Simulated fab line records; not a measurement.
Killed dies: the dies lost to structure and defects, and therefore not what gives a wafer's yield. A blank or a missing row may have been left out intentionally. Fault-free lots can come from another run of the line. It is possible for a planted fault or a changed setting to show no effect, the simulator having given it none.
Chamber matching -- flow n5 finfet -- N5_BEOL_M4_ILD_DEP_00 on pecvd-01: 3 sister chambers
The step deposits SiOC from DEMS/O2, target thk 79 nm, time 15.3 s. 6 wafers are shown with their chamber, then 10 later ones without.

== EACH WAFER AND ITS CHAMBER ==
wafer,chamber,throttle valve pct (%),rf fwd power W (W)
L080.1,2,10.5,491.6
L080.3,0,12.7,493.9
L083.4,0,12.7,491.0
L083.5,2,10.8,490.6
L090.3,1,12.3,495.0
L090.4,1,12.2,496.8

== WAFERS WHOSE CHAMBER IS MISSING ==
wafer,throttle valve pct (%),rf fwd power W (W)
L090.5,13.0,493.1
L089.2,11.0,495.5
L089.3,12.2,496.5
L089.5,13.0,493.1
L092.2,12.5,494.4
L092.3,10.6,493.5
L092.5,12.8,492.9
L093.1,12.7,494.8
L093.4,12.8,494.2
L093.6,10.6,492.8

== CHAMBER TAKEN BY EACH ==
wafer,from the rows above,in truth
L090.5,0,0
L089.2,2,2
L089.3,1,1
L089.5,0,0
L092.2,can't be placed: 0 or 1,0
L092.3,2,2
L092.5,0,0
L093.1,can't be placed: 0 or 1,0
L093.4,0,0
L093.6,2,2
8 of 10 placed correctly. Cannot be placed on the basis of these rows: 2; the candidates contain the true chamber in 2. 0 placed wrongly.
How it was worked out, from the rows above alone: a wafer's distance from a chamber is the root of the sum, over the readings, of the square of ((its reading less the chamber's mean) divided by the reading's scatter). The wafer belongs to the nearest chamber; if the next one is less than 2 further off, it can't be placed. For every chamber, the mean is computed from those of its wafers that are shown. The scatter: the root of (the sum of the squares of (reading less its chamber's mean) over the shown wafers, divided by (wafers less chambers)).
